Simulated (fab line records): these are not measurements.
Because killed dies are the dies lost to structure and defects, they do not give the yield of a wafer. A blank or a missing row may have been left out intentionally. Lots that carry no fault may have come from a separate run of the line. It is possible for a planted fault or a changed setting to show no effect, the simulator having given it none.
Chamber matching	flow nandHarc	NHARC_P_M0_STRIP_18 on rieDiel-13 has 4 sister chambers
The step strips in N2/H2. 16 wafers are shown with their chamber, then 8 later ones without.

## WAFERS WITH THEIR CHAMBER
wafer	chamber	drypumpMotorCurrentA (A)	showerheadPlenumPTorr (Torr)	oesProductAu (a.u.)
L074.1	1	5.2	2.05	1.002
L074.3	3	5.0	2.16	0.985
L074.6	2	5.7	1.97	1.004
L075.2	3	5.0	2.16	0.989
L075.3	1	5.2	2.05	0.991
L075.4	0	6.5	1.96	1.008
L078.2	2	5.8	1.97	1.003
L078.3	1	5.2	2.05	0.996
L078.5	3	5.0	2.15	0.989
L086.2	1	5.2	2.04	0.999
L086.4	3	5.0	2.14	1.003
L086.5	1	5.2	2.04	0.997
L087.2	2	5.8	1.96	1.008
L087.3	3	5.0	2.14	0.996
L087.4	2	5.8	1.96	1.006
L094.2	2	5.8	1.95	1.007

SIGNATURES, as means of the wafers listed above
reading	chamber 0	chamber 1	chamber 2	chamber 3	scatter within a chamber
drypumpMotorCurrentA	6.500	5.200	5.780	5.000	0.0258
showerheadPlenumPTorr	1.9600	2.0460	1.9620	2.1500	0.00816
oesProductAu	1.00800	0.99700	1.00560	0.99240	0.00489
Rule: distance of a wafer from a chamber = root of the sum over the readings of ((wafer's reading minus chamber's mean) / reading's scatter) squared. The wafer belongs to the nearest chamber; if the next one is less than 2 further off, it can't be placed. The scatter: take each reading less its chamber's mean, square it, sum over the shown wafers, divide by the number of wafers less the number of chambers, and take the root.

## WAFERS MISSING THEIR CHAMBER
wafer	drypumpMotorCurrentA (A)	showerheadPlenumPTorr (Torr)	oesProductAu (a.u.)
L094.5	5.2	2.03	1.007
L094.6	5.8	1.95	0.993
L093.1	5.2	2.03	0.990
L093.5	5.7	1.95	1.003
L093.6	5.2	2.03	0.992
L096.1	5.2	2.02	1.008
L096.5	5.7	1.95	1.005
L096.6	5.0	2.13	1.006

## WHICH CHAMBER EACH ONE RAN IN
wafer	from the rows above	in truth
L094.5	1	1
L094.6	2	2
L093.1	1	1
L093.5	2	2
L093.6	1	1
L096.1	1	1
L096.5	2	2
L096.6	3	3
Correct placement for 8 of the 8. Number that these rows cannot place: 0. Wrongly placed: 0.
